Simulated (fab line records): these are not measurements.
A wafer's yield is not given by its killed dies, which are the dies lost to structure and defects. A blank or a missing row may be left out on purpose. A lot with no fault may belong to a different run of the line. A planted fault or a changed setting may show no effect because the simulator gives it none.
Chamber matching	flow nand_harc	4 sister chambers for NHARC_A_BONDPAD_DESCUM_11 on rie_diel-07
The step chemistry O2, time 3 s. 22 wafers are shown with their chamber, then 11 later ones without.

== WAFERS WITH THEIR CHAMBER ==
wafer	chamber	drypump_motor_current_A (A)	oes_product_au (a.u.)	throttle_valve_pct (%)
L652.2	3	5.9	0.990	11.328
L652.3	0	5.8	1.019	11.319
L652.4	1	6.3	1.000	11.293
L654.1	3	5.9	0.992	11.305
L654.3	0	5.7	1.012	11.303
L654.5	1	6.3	1.001	11.311
L653.2	3	5.9	0.998	11.317
L653.5	2	6.1	1.007	11.313
L653.6	3	5.9	0.995	11.309
L657.1	1	6.3	1.008	11.304
L657.2	3	5.9	0.992	11.306
L657.3	0	5.7	1.015	11.317
L658.3	2	6.1	1.006	11.312
L658.4	1	6.3	0.995	11.290
L658.5	3	5.9	0.996	11.312
L656.4	2	6.1	1.006	11.304
L656.5	3	5.9	0.990	11.301
L656.6	2	6.1	1.009	11.307
L659.1	2	6.1	1.015	11.316
L659.4	3	5.9	0.995	11.305
L659.6	0	5.7	1.019	11.302
L670.1	3	5.9	1.005	11.319

SIGNATURES (averages over the wafers above)
reading	chamber 0	chamber 1	chamber 2	chamber 3	scatter within a chamber
drypump_motor_current_A	5.725	6.300	6.100	5.900	0.0204
oes_product_au	1.01625	1.00100	1.00860	0.99478	0.00444
throttle_valve_pct	11.31025	11.29950	11.31040	11.31133	0.0082
Rule: distance of a wafer from a chamber = root of the sum over the readings of ((wafer's reading minus chamber's mean) / reading's scatter) squared. If the next closest chamber is less than 2 further off than the closest, the wafer can't be placed; otherwise it belongs to the closest. How the scatter is found: for the shown wafers, subtract from each reading the mean of its chamber, square and add these, divide the total by (wafers less chambers), then take the root.

== WAFERS WHOSE CHAMBER IS MISSING ==
wafer	drypump_motor_current_A (A)	oes_product_au (a.u.)	throttle_valve_pct (%)
L670.4	6.3	1.000	11.292
L670.5	5.7	0.999	11.290
L668.1	6.1	0.996	11.308
L668.2	5.7	1.001	11.297
L668.5	5.9	0.996	11.311
L672.1	6.3	1.009	11.313
L672.5	6.2	1.010	11.317
L672.6	6.1	1.004	11.309
L671.2	6.1	0.992	11.305
L671.5	6.1	1.000	11.322
L671.6	5.9	0.998	11.329

== EACH ONE'S CHAMBER ==
wafer	from the rows above	in truth
L670.4	1	1
L670.5	0	0
L668.1	2	2
L668.2	0	0
L668.5	3	3
L672.1	1	1
L672.5	can't be placed: 2 or 1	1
L672.6	2	2
L671.2	2	2
L671.5	2	2
L671.6	3	3
Correctly placed: 10 of 11. Can't be placed from these rows: 1 (the true chamber is among the candidates in 1). Placed wrongly: 0.
